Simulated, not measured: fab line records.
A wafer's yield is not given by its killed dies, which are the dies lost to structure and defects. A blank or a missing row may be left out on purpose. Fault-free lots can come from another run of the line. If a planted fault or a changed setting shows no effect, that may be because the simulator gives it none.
fab line records :: flow nandHarc
record
  lots=6
  wafers=18
  lastDay=24
route steps=1159 shown A_ONON_D1@432 END@1159
lots that met no fault: from a run of the same line without faults
startH: the number of hours between the record's first day and the start of the first shown wafer of the lot :: waitH: hours elapsed since this lot's preceding step :: " as in the row above :: L1.1+2: a single row standing in for several wafers :: - either no value or no given start :: * or withheld: withheld :: < > ~ a bound
route shown NAME@n: a module of which the file shows steps, and the number in the route of the first :: usual: mean and standard deviation over wafers with no fault :: same: alike in all rows :: chamber/n: place in a boat :: sites: the reading at each site :: _std_site: the values' standard deviation :: _edge_site: inner sites' mean taken away from outer sites' mean :: radiusMm: how far each site lies from the wafer's centre :: mask NAME#n: copy n :: behind: the most recent tool/chamber to have shaped the wafer :: hold: why the lot went on hold/how many hours it stayed there/how the hold came to an end :: device: whichever transistor did not switch (one of n, p or np) :: end of line: the route-end tests of the same wafers :: step lacking rows: just its recipe :: killed: count of dies lost to structure and defects at first sort (not the wafer's yield) :: map: per-die view of a wafer (x killed, . not killed, _ where there is no die)
set.NAME: the setting that was run; set.NAME@STEP: the one run at that earlier step :: model.NAME: the simulator's own value behind a step, which no gauge read
lots at some steps of the route; a table a step, a row a wafer
services: from which hour (startH, from the record's first day; less than 0 if before it) a tool's chamber was out of use, for how many hours, and why
## steps
# step NHARC_A_ONON_D1_DEP_12
# recipe
  targetThkA=10000
  n2FlowSccm=2750
  n2oFlowSccm=2000
  nh3FlowSccm=500
  sih4FlowSccm=210
  tempC=400
# step NHARC_A_ONON_D1_THK_MEAS_14
# recipe
  thkMeasGauge=ellipsometry
# usual
  thkNm=995/13
lot.wafer: L866.1
tool: filmMetro-02
chamber: -
startH: 163.76
waitH: -
thkNm: 1000

lot.wafer: L866.2
tool: filmMetro-02
chamber: -
startH: 163.76
waitH: -
thkNm: 997

lot.wafer: L866.4
tool: filmMetro-02
chamber: -
startH: 163.76
waitH: -
thkNm: 1000

lot.wafer: L874.1
tool: filmMetro-02
chamber: -
startH: 214.61
waitH: -
thkNm: 997

lot.wafer: L874.3
tool: filmMetro-02
chamber: -
startH: 214.61
waitH: -
thkNm: 996

lot.wafer: L874.5
tool: filmMetro-02
chamber: -
startH: 214.61
waitH: -
thkNm: 998

lot.wafer: L876.3
tool: filmMetro-01
chamber: -
startH: 237.01
waitH: -
thkNm: 985

lot.wafer: L876.5
tool: filmMetro-01
chamber: -
startH: 237.01
waitH: -
thkNm: 988

lot.wafer: L876.6
tool: filmMetro-01
chamber: -
startH: 237.01
waitH: -
thkNm: 987

lot.wafer: L878.1
tool: filmMetro-02
chamber: -
startH: 245.53
waitH: -
thkNm: 1011

lot.wafer: L878.2
tool: filmMetro-02
chamber: -
startH: 245.53
waitH: -
thkNm: 1012

lot.wafer: L878.4
tool: filmMetro-02
chamber: -
startH: 245.53
waitH: -
thkNm: 1013

lot.wafer: L884.1
tool: filmMetro-01
chamber: -
startH: 272.91
waitH: -
thkNm: 1011

lot.wafer: L884.2
tool: filmMetro-01
chamber: -
startH: 272.91
waitH: -
thkNm: 1010

lot.wafer: L884.6
tool: filmMetro-01
chamber: -
startH: 272.91
waitH: -
thkNm: 1009

lot.wafer: L887.1
tool: filmMetro-01
chamber: -
startH: 283.04
waitH: -
thkNm: 968

lot.wafer: L887.5
tool: filmMetro-01
chamber: -
startH: 283.04
waitH: -
thkNm: 970

lot.wafer: L887.6
tool: filmMetro-01
chamber: -
startH: 283.04
waitH: -
thkNm: 970
# step NHARC_A_ONON_D1_ANNEAL_15
# recipe
  tempC=750
  timeS=3600
# step NHARC_A_ONON_D1_DEP_16
# recipe
  targetThkA=10000
  n2FlowSccm=2750
  n2oFlowSccm=2000
  nh3FlowSccm=500
  sih4FlowSccm=210
  tempC=400
# step NHARC_A_ONON_D1_THK_MEAS_18
# recipe
  thkMeasGauge=ellipsometry
# usual
  thkNm=1000/11
lot.wafer: L866.1
tool: filmMetro-01
chamber: -
startH: 171.05
waitH: -
thkNm: 1010

lot.wafer: L866.2
tool: filmMetro-01
chamber: -
startH: 171.05
waitH: -
thkNm: 1008

lot.wafer: L866.4
tool: filmMetro-01
chamber: -
startH: 171.05
waitH: -
thkNm: 1008

lot.wafer: L874.1
tool: filmMetro-01
chamber: -
startH: 221.54
waitH: -
thkNm: 998

lot.wafer: L874.3
tool: filmMetro-01
chamber: -
startH: 221.54
waitH: -
thkNm: 998

lot.wafer: L874.5
tool: filmMetro-01
chamber: -
startH: 221.54
waitH: -
thkNm: 995

lot.wafer: L876.3
tool: filmMetro-02
chamber: -
startH: 245.06
waitH: -
thkNm: 1006

lot.wafer: L876.5
tool: filmMetro-02
chamber: -
startH: 245.06
waitH: -
thkNm: 1007

lot.wafer: L876.6
tool: filmMetro-02
chamber: -
startH: 245.06
waitH: -
thkNm: 1005

lot.wafer: L878.1
tool: filmMetro-01
chamber: -
startH: 252.63
waitH: -
thkNm: 988

lot.wafer: L878.2
tool: filmMetro-01
chamber: -
startH: 252.63
waitH: -
thkNm: 990

lot.wafer: L878.4
tool: filmMetro-01
chamber: -
startH: 252.63
waitH: -
thkNm: 989

lot.wafer: L884.1
tool: filmMetro-02
chamber: -
startH: 280.85
waitH: -
thkNm: 1007

lot.wafer: L884.2
tool: filmMetro-02
chamber: -
startH: 280.85
waitH: -
thkNm: 1007

lot.wafer: L884.6
tool: filmMetro-02
chamber: -
startH: 280.85
waitH: -
thkNm: 1007

lot.wafer: L887.1
tool: filmMetro-02
chamber: -
startH: 290.15
waitH: -
thkNm: 999

lot.wafer: L887.5
tool: filmMetro-02
chamber: -
startH: 290.15
waitH: -
thkNm: 1000

lot.wafer: L887.6
tool: filmMetro-02
chamber: -
startH: 290.15
waitH: -
thkNm: 1000
# step NHARC_A_ONON_D1_DEP_19
# recipe
  targetThkA=10000
  n2FlowSccm=2750
  n2oFlowSccm=2000
  nh3FlowSccm=500
  sih4FlowSccm=210
  tempC=400
# step NHARC_A_ONON_D1_THK_MEAS_21
# recipe
  thkMeasGauge=ellipsometry
# usual
  thkNm=1000/11
lot.wafer: L866.1
tool: filmMetro-01
chamber: -
startH: 171.62
waitH: -
thkNm: 1015

lot.wafer: L866.2
tool: filmMetro-01
chamber: -
startH: 171.62
waitH: -
thkNm: 1014

lot.wafer: L866.4
tool: filmMetro-01
chamber: -
startH: 171.62
waitH: -
thkNm: 1015

lot.wafer: L874.1
tool: filmMetro-02
chamber: -
startH: 222.22
waitH: -
thkNm: 987

lot.wafer: L874.3
tool: filmMetro-02
chamber: -
startH: 222.22
waitH: -
thkNm: 986

lot.wafer: L874.5
tool: filmMetro-02
chamber: -
startH: 222.22
waitH: -
thkNm: 988

lot.wafer: L876.3
tool: filmMetro-01
chamber: -
startH: 245.62
waitH: -
thkNm: 999

lot.wafer: L876.5
tool: filmMetro-01
chamber: -
startH: 245.62
waitH: -
thkNm: 999

lot.wafer: L876.6
tool: filmMetro-01
chamber: -
startH: 245.62
waitH: -
thkNm: 997

lot.wafer: L878.1
tool: filmMetro-01
chamber: -
startH: 253.20
waitH: -
thkNm: 1007

lot.wafer: L878.2
tool: filmMetro-01
chamber: -
startH: 253.20
waitH: -
thkNm: 1009

lot.wafer: L878.4
tool: filmMetro-01
chamber: -
startH: 253.20
waitH: -
thkNm: 1007

lot.wafer: L884.1
tool: filmMetro-02
chamber: -
startH: 281.55
waitH: -
thkNm: 985

lot.wafer: L884.2
tool: filmMetro-02
chamber: -
startH: 281.55
waitH: -
thkNm: 987

lot.wafer: L884.6
tool: filmMetro-02
chamber: -
startH: 281.55
waitH: -
thkNm: 986

lot.wafer: L887.1
tool: filmMetro-01
chamber: -
startH: 290.71
waitH: -
thkNm: 995

lot.wafer: L887.5
tool: filmMetro-01
chamber: -
startH: 290.71
waitH: -
thkNm: 994

lot.wafer: L887.6
tool: filmMetro-01
chamber: -
startH: 290.71
waitH: -
thkNm: 995
# step NHARC_A_ONON_D1_DEP_22
# recipe
  targetThkA=10000
  n2FlowSccm=2750
  n2oFlowSccm=2000
  nh3FlowSccm=500
  sih4FlowSccm=210
  tempC=400
# step NHARC_A_ONON_D1_THK_MEAS_24
# recipe
  thkMeasGauge=ellipsometry
# usual
  thkNm=1000/10
lot.wafer: L866.1
tool: filmMetro-01
chamber: -
startH: 172.18
waitH: -
thkNm: 1008

lot.wafer: L866.2
tool: filmMetro-01
chamber: -
startH: 172.18
waitH: -
thkNm: 1008

lot.wafer: L866.4
tool: filmMetro-01
chamber: -
startH: 172.18
waitH: -
thkNm: 1009

lot.wafer: L874.1
tool: filmMetro-01
chamber: -
startH: 222.78
waitH: -
thkNm: 1004

lot.wafer: L874.3
tool: filmMetro-01
chamber: -
startH: 222.78
waitH: -
thkNm: 1004

lot.wafer: L874.5
tool: filmMetro-01
chamber: -
startH: 222.78
waitH: -
thkNm: 1003

lot.wafer: L876.3
tool: filmMetro-01
chamber: -
startH: 246.18
waitH: -
thkNm: 1005

lot.wafer: L876.5
tool: filmMetro-01
chamber: -
startH: 246.18
waitH: -
thkNm: 1003

lot.wafer: L876.6
tool: filmMetro-01
chamber: -
startH: 246.18
waitH: -
thkNm: 1006

lot.wafer: L878.1
tool: filmMetro-01
chamber: -
startH: 253.78
waitH: -
thkNm: 1012

lot.wafer: L878.2
tool: filmMetro-01
chamber: -
startH: 253.78
waitH: -
thkNm: 1011

lot.wafer: L878.4
tool: filmMetro-01
chamber: -
startH: 253.78
waitH: -
thkNm: 1009

lot.wafer: L884.1
tool: filmMetro-02
chamber: -
startH: 282.12
waitH: -
thkNm: 996

lot.wafer: L884.2
tool: filmMetro-02
chamber: -
startH: 282.12
waitH: -
thkNm: 996

lot.wafer: L884.6
tool: filmMetro-02
chamber: -
startH: 282.12
waitH: -
thkNm: 997

lot.wafer: L887.1
tool: filmMetro-01
chamber: -
startH: 291.29
waitH: -
thkNm: 1010

lot.wafer: L887.5
tool: filmMetro-01
chamber: -
startH: 291.29
waitH: -
thkNm: 1011

lot.wafer: L887.6
tool: filmMetro-01
chamber: -
startH: 291.29
waitH: -
thkNm: 1011
# step NHARC_A_ONON_D1_DEP_25
# recipe
  targetThkA=10000
  n2FlowSccm=2750
  n2oFlowSccm=2000
  nh3FlowSccm=500
  sih4FlowSccm=210
  tempC=400
# step NHARC_A_ONON_D1_THK_MEAS_27
# recipe
  thkMeasGauge=ellipsometry
# usual
  thkNm=1000/12
lot.wafer: L866.1
tool: filmMetro-02
chamber: -
startH: 172.76
waitH: -
thkNm: 1021

lot.wafer: L866.2
tool: filmMetro-02
chamber: -
startH: 172.76
waitH: -
thkNm: 1021

lot.wafer: L866.4
tool: filmMetro-02
chamber: -
startH: 172.76
waitH: -
thkNm: 1023

lot.wafer: L874.1
tool: filmMetro-01
chamber: -
startH: 223.34
waitH: -
thkNm: 998

lot.wafer: L874.3
tool: filmMetro-01
chamber: -
startH: 223.34
waitH: -
thkNm: 997

lot.wafer: L874.5
tool: filmMetro-01
chamber: -
startH: 223.34
waitH: -
thkNm: 997

lot.wafer: L876.3
tool: filmMetro-02
chamber: -
startH: 246.76
waitH: -
thkNm: 1000

lot.wafer: L876.5
tool: filmMetro-02
chamber: -
startH: 246.76
waitH: -
thkNm: 998

lot.wafer: L876.6
tool: filmMetro-02
chamber: -
startH: 246.76
waitH: -
thkNm: 1000

lot.wafer: L878.1
tool: filmMetro-02
chamber: -
startH: 254.36
waitH: -
thkNm: 973

lot.wafer: L878.2
tool: filmMetro-02
chamber: -
startH: 254.36
waitH: -
thkNm: 973

lot.wafer: L878.4
tool: filmMetro-02
chamber: -
startH: 254.36
waitH: -
thkNm: 974

lot.wafer: L884.1
tool: filmMetro-02
chamber: -
startH: 282.69
waitH: -
thkNm: 1017

lot.wafer: L884.2
tool: filmMetro-02
chamber: -
startH: 282.69
waitH: -
thkNm: 1015

lot.wafer: L884.6
tool: filmMetro-02
chamber: -
startH: 282.69
waitH: -
thkNm: 1016

lot.wafer: L887.1
tool: filmMetro-01
chamber: -
startH: 291.85
waitH: -
thkNm: 994

lot.wafer: L887.5
tool: filmMetro-01
chamber: -
startH: 291.85
waitH: -
thkNm: 995

lot.wafer: L887.6
tool: filmMetro-01
chamber: -
startH: 291.85
waitH: -
thkNm: 994
# step NHARC_A_ONON_D1_DEP_28
# recipe
  targetThkA=10000
  n2FlowSccm=2750
  n2oFlowSccm=2000
  nh3FlowSccm=500
  sih4FlowSccm=210
  tempC=400
# usual
  susceptorTempC=399.96/0.24
lot.wafer: L866.1
tool: pecvdOnon-02
chamber: 0
startH: 172.81
waitH: 0.1
susceptorTempC: 400.04

lot.wafer: L866.2
tool: pecvdOnon-02
chamber: 0
startH: 172.81
waitH: 0.1
susceptorTempC: 399.91

lot.wafer: L866.4
tool: pecvdOnon-02
chamber: 0
startH: 172.81
waitH: 0.1
susceptorTempC: 399.86

lot.wafer: L874.1
tool: pecvdOnon-03
chamber: 0
startH: 223.41
waitH: 0.1
susceptorTempC: 399.78

lot.wafer: L874.3
tool: pecvdOnon-03
chamber: 0
startH: 223.41
waitH: 0.1
susceptorTempC: 399.98

lot.wafer: L874.5
tool: pecvdOnon-03
chamber: 0
startH: 223.41
waitH: 0.1
susceptorTempC: 400.21

lot.wafer: L876.3
tool: pecvdOnon-03
chamber: 0
startH: 246.93
waitH: 0.2
susceptorTempC: 400.06

lot.wafer: L876.5
tool: pecvdOnon-03
chamber: 0
startH: 246.93
waitH: 0.2
susceptorTempC: 399.96

lot.wafer: L876.6
tool: pecvdOnon-03
chamber: 0
startH: 246.93
waitH: 0.2
susceptorTempC: 400.44

lot.wafer: L878.1
tool: pecvdOnon-01
chamber: 0
startH: 254.42
waitH: 0.1
susceptorTempC: 399.93

lot.wafer: L878.2
tool: pecvdOnon-01
chamber: 0
startH: 254.42
waitH: 0.1
susceptorTempC: 400.10

lot.wafer: L878.4
tool: pecvdOnon-01
chamber: 0
startH: 254.42
waitH: 0.1
susceptorTempC: 400.04

lot.wafer: L884.1
tool: pecvdOnon-02
chamber: 0
startH: 282.78
waitH: 0.1
susceptorTempC: 400.24

lot.wafer: L884.2
tool: pecvdOnon-02
chamber: 0
startH: 282.78
waitH: 0.1
susceptorTempC: 400.09

lot.wafer: L884.6
tool: pecvdOnon-02
chamber: 0
startH: 282.78
waitH: 0.1
susceptorTempC: 399.99

lot.wafer: L887.1
tool: pecvdOnon-02
chamber: 0
startH: 291.90
waitH: 0.1
susceptorTempC: 400.09

lot.wafer: L887.5
tool: pecvdOnon-02
chamber: 0
startH: 291.90
waitH: 0.1
susceptorTempC: 400.32

lot.wafer: L887.6
tool: pecvdOnon-02
chamber: 0
startH: 291.90
waitH: 0.1
susceptorTempC: 400.23
# step NHARC_A_ONON_D1_THK_MEAS_30
# recipe
  thkMeasGauge=ellipsometry
# usual
  thkNm=1001/7.1
lot.wafer: L866.1
tool: filmMetro-01
chamber: -
startH: 173.32
waitH: -
thkNm: 1020

lot.wafer: L866.2
tool: filmMetro-01
chamber: -
startH: 173.32
waitH: -
thkNm: 1019

lot.wafer: L866.4
tool: filmMetro-01
chamber: -
startH: 173.32
waitH: -
thkNm: 1020

lot.wafer: L874.1
tool: filmMetro-01
chamber: -
startH: 223.91
waitH: -
thkNm: 609

lot.wafer: L874.3
tool: filmMetro-01
chamber: -
startH: 223.91
waitH: -
thkNm: 606

lot.wafer: L874.5
tool: filmMetro-01
chamber: -
startH: 223.91
waitH: -
thkNm: 608

lot.wafer: L876.3
tool: filmMetro-02
chamber: -
startH: 247.32
waitH: -
thkNm: 596

lot.wafer: L876.5
tool: filmMetro-02
chamber: -
startH: 247.32
waitH: -
thkNm: 596

lot.wafer: L876.6
tool: filmMetro-02
chamber: -
startH: 247.32
waitH: -
thkNm: 595

lot.wafer: L878.1
tool: filmMetro-02
chamber: -
startH: 254.93
waitH: -
thkNm: 1002

lot.wafer: L878.2
tool: filmMetro-02
chamber: -
startH: 254.93
waitH: -
thkNm: 1000

lot.wafer: L878.4
tool: filmMetro-02
chamber: -
startH: 254.93
waitH: -
thkNm: 999

lot.wafer: L884.1
tool: filmMetro-02
chamber: -
startH: 283.29
waitH: -
thkNm: 1006

lot.wafer: L884.2
tool: filmMetro-02
chamber: -
startH: 283.29
waitH: -
thkNm: 1006

lot.wafer: L884.6
tool: filmMetro-02
chamber: -
startH: 283.29
waitH: -
thkNm: 1005

lot.wafer: L887.1
tool: filmMetro-01
chamber: -
startH: 292.41
waitH: -
thkNm: 996

lot.wafer: L887.5
tool: filmMetro-01
chamber: -
startH: 292.41
waitH: -
thkNm: 995

lot.wafer: L887.6
tool: filmMetro-01
chamber: -
startH: 292.41
waitH: -
thkNm: 995
# step NHARC_A_ONON_D1_DEP_33
# recipe
  targetThkA=2000
  tempC=400
  pressureTorr=6.5
  rfW=900
  teosFlowSccm=161.4
  flowSccm=2650
  targetThkNm=200
  gas=O2
  material=SiO2
# usual
  heaterPowerW=556/77
  susceptorTempC=400.03/0.23
  throttleValvePct=15.8/0.52
lot.wafer: L866.1
tool: pecvd-02
chamber: 2
startH: 173.38
waitH: 0.1
heaterPowerW: 456
susceptorTempC: 399.51
throttleValvePct: 16.1

lot.wafer: L866.2
tool: pecvd-02
chamber: 1
startH: 173.38
waitH: 0.1
heaterPowerW: 530
susceptorTempC: 399.74
throttleValvePct: 15.9

lot.wafer: L866.4
tool: pecvd-02
chamber: 2
startH: 173.38
waitH: 0.1
heaterPowerW: 474
susceptorTempC: 399.65
throttleValvePct: 15.7

lot.wafer: L874.3
tool: pecvd-03
chamber: 2
startH: 224.02
waitH: 0.1
heaterPowerW: 509
susceptorTempC: 399.50
throttleValvePct: 17.0

lot.wafer: L874.1
tool: pecvd-03
chamber: 0
startH: 224.02
waitH: 0.1
heaterPowerW: 559
susceptorTempC: 400.41
throttleValvePct: 16.3

lot.wafer: L874.5
tool: pecvd-03
chamber: 0
startH: 224.02
waitH: 0.1
heaterPowerW: 558
susceptorTempC: 399.85
throttleValvePct: 16.1

lot.wafer: L876.3
tool: pecvd-04
chamber: 2
startH: 247.47
waitH: 0.1
heaterPowerW: 557
susceptorTempC: 399.92
throttleValvePct: 16.1

lot.wafer: L876.6
tool: pecvd-04
chamber: 0
startH: 247.47
waitH: 0.1
heaterPowerW: 640
susceptorTempC: 400.02
throttleValvePct: 15.5

lot.wafer: L876.5
tool: pecvd-04
chamber: 1
startH: 247.47
waitH: 0.1
heaterPowerW: 459
susceptorTempC: 400.14
throttleValvePct: 15.3

lot.wafer: L878.2
tool: pecvd-02
chamber: 1
startH: 255.06
waitH: 0.1
heaterPowerW: 531
susceptorTempC: 400.07
throttleValvePct: 16.0

lot.wafer: L878.1
tool: pecvd-02
chamber: 2
startH: 255.06
waitH: 0.1
heaterPowerW: 528
susceptorTempC: 400.03
throttleValvePct: 16.0

lot.wafer: L878.4
tool: pecvd-02
chamber: 2
startH: 255.06
waitH: 0.1
heaterPowerW: 556
susceptorTempC: 399.87
throttleValvePct: 16.0

lot.wafer: L884.2
tool: pecvd-04
chamber: 1
startH: 283.40
waitH: 0.1
heaterPowerW: 547
susceptorTempC: 399.54
throttleValvePct: 15.3

lot.wafer: L884.1
tool: pecvd-04
chamber: 2
startH: 283.40
waitH: 0.1
heaterPowerW: 621
susceptorTempC: 400.13
throttleValvePct: 16.2

lot.wafer: L884.6
tool: pecvd-04
chamber: 0
startH: 283.40
waitH: 0.1
heaterPowerW: 622
susceptorTempC: 400.13
throttleValvePct: 15.6

lot.wafer: L887.1
tool: pecvd-04
chamber: 0
startH: 292.47
waitH: 0.1
heaterPowerW: 674
susceptorTempC: 399.79
throttleValvePct: 15.2

lot.wafer: L887.5
tool: pecvd-04
chamber: 0
startH: 292.47
waitH: 0.1
heaterPowerW: 671
susceptorTempC: 399.73
throttleValvePct: 15.3

lot.wafer: L887.6
tool: pecvd-04
chamber: 2
startH: 292.47
waitH: 0.1
heaterPowerW: 581
susceptorTempC: 399.90
throttleValvePct: 16.2
# step NHARC_END_SORT_01
# recipe
  tempC=25
# usual
  killedAtArray=27/10
  killedAtOther=0.6/0.96
  killedAtPeriphery=3.4/2.7
  killedDies=31/10
  killedOpen=2.9/1.8
  killedShort=1.8/1.4
# same
  grossDies=677
lot.wafer: L874.1
tool: prober-02
chamber: 0
startH: 501.28
waitH: 2.5
killedAtArray: 674
killedAtOther: 0
killedAtPeriphery: 3
killedDies: 677
killedOpen: 6
killedShort: 1

lot.wafer: L874.3
tool: prober-02
chamber: 0
startH: 502.88
waitH: 3.1
killedAtArray: 670
killedAtOther: 0
killedAtPeriphery: 7
killedDies: 677
killedOpen: 11
killedShort: 3

lot.wafer: L874.5
tool: prober-02
chamber: 0
startH: 504.47
waitH: 3.7
killedAtArray: 675
killedAtOther: 0
killedAtPeriphery: 2
killedDies: 677
killedOpen: 7
killedShort: 1

lot.wafer: L878.2
tool: prober-01
chamber: 0
startH: 518.18
waitH: 2.8
killedAtArray: 18
killedAtOther: 0
killedAtPeriphery: 2
killedDies: 20
killedOpen: 1
killedShort: 1

lot.wafer: L876.3
tool: prober-02
chamber: 0
startH: 518.99
waitH: 3.1
killedAtArray: 676
killedAtOther: 0
killedAtPeriphery: 1
killedDies: 677
killedOpen: 2
killedShort: 0

lot.wafer: L876.5
tool: prober-02
chamber: 0
startH: 520.60
waitH: 3.7
killedAtArray: 674
killedAtOther: 1
killedAtPeriphery: 2
killedDies: 677
killedOpen: 6
killedShort: 1

lot.wafer: L876.6
tool: prober-02
chamber: 0
startH: 521.41
waitH: 4.0
killedAtArray: 676
killedAtOther: 0
killedAtPeriphery: 1
killedDies: 677
killedOpen: 3
killedShort: 1
# killed by level:class
L874.1 A_ONON_D1:areaDep=640 A_SLIT:chamberFilmFlake=13 A_CHANNEL_HOLE_D1:chamberFilmFlake=10 A_CONTACT:chamberFilmFlake=3 A_M0:geometricParticle:open=2 A_CHANNEL_FILL_D1:chamberFilmFlake=2 A_STAIRCASE:chamberFilmFlake=2 P_CONTACT:geometricParticle:open=1
L874.3 A_ONON_D1:areaDep=619 A_SLIT:chamberFilmFlake=23 A_CHANNEL_HOLE_D1:chamberFilmFlake=12 A_STAIRCASE:chamberFilmFlake=6 P_M0:geometricParticle:open=3 P_CONTACT:geometricParticle:open=2 A_CONTACT:chamberFilmFlake=2 P_GATE:geometricParticle:short=1
L874.5 A_ONON_D1:areaDep=635 A_CHANNEL_HOLE_D1:chamberFilmFlake=15 A_SLIT:chamberFilmFlake=15 A_STAIRCASE:chamberFilmFlake=3 A_CONTACT:geometricParticle:open=2 P_GATE:geometricParticle:open=1 P_M0:geometricParticle:open=1 A_ONON_D1:geometricParticle:open=1
L878.2 A_CONTACT:chamberFilmFlake=10 A_CHANNEL_HOLE_D1:chamberFilmFlake=4 P_M2:geometricParticle:open=1 A_ONON_D1:geometricParticle:short=1 P_STI:chamberFilmFlake=1 A_ZERO_WELL:chamberFilmFlake=1 A_STAIRCASE:chamberFilmFlake=1 A_SLIT:chamberFilmFlake=1
L876.3 A_ONON_D1:areaDep=638 A_SLIT:chamberFilmFlake=18 A_CONTACT:chamberFilmFlake=7 A_CHANNEL_HOLE_D1:chamberFilmFlake=6 A_STAIRCASE:chamberFilmFlake=4 P_GATE:geometricParticle:open=1 A_CONTACT:geometricParticle:open=1 A_ZERO_WELL:chamberFilmFlake=1
L876.5 A_ONON_D1:areaDep=636 A_SLIT:chamberFilmFlake=14 A_STAIRCASE:chamberFilmFlake=7 A_CONTACT:chamberFilmFlake=6 A_CHANNEL_HOLE_D1:chamberFilmFlake=4 A_CONTACT:geometricParticle:open=2 P_CONTACT:geometricParticle:open=1 A_WL_FILL:geometricParticle:open=1
L876.6 A_ONON_D1:areaDep=635 A_SLIT:chamberFilmFlake=18 A_STAIRCASE:chamberFilmFlake=7 A_CHANNEL_HOLE_D1:chamberFilmFlake=6 A_CONTACT:chamberFilmFlake=6 P_M0:geometricParticle:short=1 A_SOURCE_PLATE:geometricParticle:open=1 A_CHANNEL_FILL_D1:geometricParticle:open=1
# map L874.1 (x killed, . not)
____________x____________
_________xxxxxxx_________
_______xxxxxxxxxxx_______
______xxxxxxxxxxxxx______
_____xxxxxxxxxxxxxxx_____
____xxxxxxxxxxxxxxxxx____
____xxxxxxxxxxxxxxxxx____
___xxxxxxxxxxxxxxxxxxx___
___xxxxxxxxxxxxxxxxxxx___
__xxxxxxxxxxxxxxxxxxxxx__
__xxxxxxxxxxxxxxxxxxxxx__
_xxxxxxxxxxxxxxxxxxxxxxx_
_xxxxxxxxxxxxxxxxxxxxxxx_
_xxxxxxxxxxxxxxxxxxxxxxx_
_xxxxxxxxxxxxxxxxxxxxxxx_
_xxxxxxxxxxxxxxxxxxxxxxx_
xxxxxxxxxxxxxxxxxxxxxxxxx
xxxxxxxxxxxxxxxxxxxxxxxxx
xxxxxxxxxxxxxxxxxxxxxxxxx
xxxxxxxxxxxxxxxxxxxxxxxxx
xxxxxxxxxxxxxxxxxxxxxxxxx
_xxxxxxxxxxxxxxxxxxxxxxx_
_xxxxxxxxxxxxxxxxxxxxxxx_
_xxxxxxxxxxxxxxxxxxxxxxx_
_xxxxxxxxxxxxxxxxxxxxxxx_
_xxxxxxxxxxxxxxxxxxxxxxx_
__xxxxxxxxxxxxxxxxxxxxx__
__xxxxxxxxxxxxxxxxxxxxx__
___xxxxxxxxxxxxxxxxxxx___
___xxxxxxxxxxxxxxxxxxx___
____xxxxxxxxxxxxxxxxx____
____xxxxxxxxxxxxxxxxx____
_____xxxxxxxxxxxxxxx_____
______xxxxxxxxxxxxx______
_______xxxxxxxxxxx_______
_________xxxxxxx_________
____________x____________
# map L876.3 (x killed, . not)
____________x____________
_________xxxxxxx_________
_______xxxxxxxxxxx_______
______xxxxxxxxxxxxx______
_____xxxxxxxxxxxxxxx_____
____xxxxxxxxxxxxxxxxx____
____xxxxxxxxxxxxxxxxx____
___xxxxxxxxxxxxxxxxxxx___
___xxxxxxxxxxxxxxxxxxx___
__xxxxxxxxxxxxxxxxxxxxx__
__xxxxxxxxxxxxxxxxxxxxx__
_xxxxxxxxxxxxxxxxxxxxxxx_
_xxxxxxxxxxxxxxxxxxxxxxx_
_xxxxxxxxxxxxxxxxxxxxxxx_
_xxxxxxxxxxxxxxxxxxxxxxx_
_xxxxxxxxxxxxxxxxxxxxxxx_
xxxxxxxxxxxxxxxxxxxxxxxxx
xxxxxxxxxxxxxxxxxxxxxxxxx
xxxxxxxxxxxxxxxxxxxxxxxxx
xxxxxxxxxxxxxxxxxxxxxxxxx
xxxxxxxxxxxxxxxxxxxxxxxxx
_xxxxxxxxxxxxxxxxxxxxxxx_
_xxxxxxxxxxxxxxxxxxxxxxx_
_xxxxxxxxxxxxxxxxxxxxxxx_
_xxxxxxxxxxxxxxxxxxxxxxx_
_xxxxxxxxxxxxxxxxxxxxxxx_
__xxxxxxxxxxxxxxxxxxxxx__
__xxxxxxxxxxxxxxxxxxxxx__
___xxxxxxxxxxxxxxxxxxx___
___xxxxxxxxxxxxxxxxxxx___
____xxxxxxxxxxxxxxxxx____
____xxxxxxxxxxxxxxxxx____
_____xxxxxxxxxxxxxxx_____
______xxxxxxxxxxxxx______
_______xxxxxxxxxxx_______
_________xxxxxxx_________
____________x____________
## services
tool: pecvdOnon-03
chamber: -
startH: 153.00
hours: 13.0
kind: pm

tool: pecvd-02
chamber: -
startH: 153.25
hours: 13.0
kind: pm

tool: pecvd-02
chamber: 0
startH: 153.25
hours: 20.4
kind: ventCycle

tool: pecvd-02
chamber: 1
startH: 153.25
hours: 13.0
kind: ventCycle

tool: pecvd-02
chamber: 2
startH: 153.25
hours: 13.0
kind: ventCycle

tool: pecvd-02
chamber: 1
startH: 166.25
hours: -
kind: clean

tool: pecvd-02
chamber: 2
startH: 166.25
hours: -
kind: clean

tool: pecvd-02
chamber: -
startH: 175.74
hours: 1.7
kind: repair

tool: pecvdOnon-01
chamber: -
startH: 195.00
hours: 13.0
kind: pm

tool: pecvd-04
chamber: -
startH: 195.25
hours: 13.0
kind: pm

tool: pecvd-04
chamber: 0
startH: 195.25
hours: 13.0
kind: ventCycle

tool: pecvd-04
chamber: 1
startH: 195.25
hours: 13.0
kind: ventCycle

tool: pecvd-04
chamber: 2
startH: 195.25
hours: 13.0
kind: ventCycle

tool: pecvd-04
chamber: 0
startH: 208.25
hours: -
kind: clean

tool: pecvd-04
chamber: 1
startH: 208.25
hours: -
kind: clean

tool: pecvd-04
chamber: 2
startH: 208.25
hours: -
kind: clean

tool: pecvdOnon-02
chamber: -
startH: 292.25
hours: 13.0
kind: pm

tool: pecvd-03
chamber: -
startH: 292.59
hours: 13.0
kind: pm

tool: pecvd-03
chamber: 0
startH: 292.59
hours: 13.0
kind: ventCycle

tool: pecvd-03
chamber: 1
startH: 292.59
hours: 13.0
kind: ventCycle

tool: pecvd-03
chamber: 2
startH: 292.59
hours: 13.0
kind: ventCycle
## key
firstSign
  step=NHARC_A_ONON_D1_THK_MEAS_30
  reading=thkNm
  direction=down
  sigmas=56
  usual=1001
  struck=602
effect
  step=NHARC_END_SORT_01
  reading=killedDies
  direction=up
  sigmas=65
  usual=31
  struck=677
moreKillsBornAt
  NHARC_A_ONON_D1_DEP_28@pecvdOnon-03=3803
metAt NHARC_A_ONON_D1_DEP_28
struckWafers L874.1,L874.3,L874.5,L876.3,L876.5,L876.6
laterRowsLeftOut L874.1,L874.3,L874.5,L876.3,L876.5,L876.6
testerLeftOut L874,L876
fault
  kind=processParameterDrift
  tool=pecvdOnon-03
  chamber=0
  onsetH=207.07
  steps=NHARC_A_ONON_D1_DEP_28
  channel=targetThkA
  offset=*
  shape=step
  endH=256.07
  actsIn=*
  stated=*
# testerLeftOut: of these lots the tester's yield and bins aren't shown, on N5 and GAA mostly nor the transistor test; their killed dies are dies lost to structure and defects alone, not to doping, threshold or leakage, so they don't give the yield
# laterRowsLeftOut: the simulator's readings of these wafers behind a module that went badly wrong aren't trusted and aren't shown, but for the sort
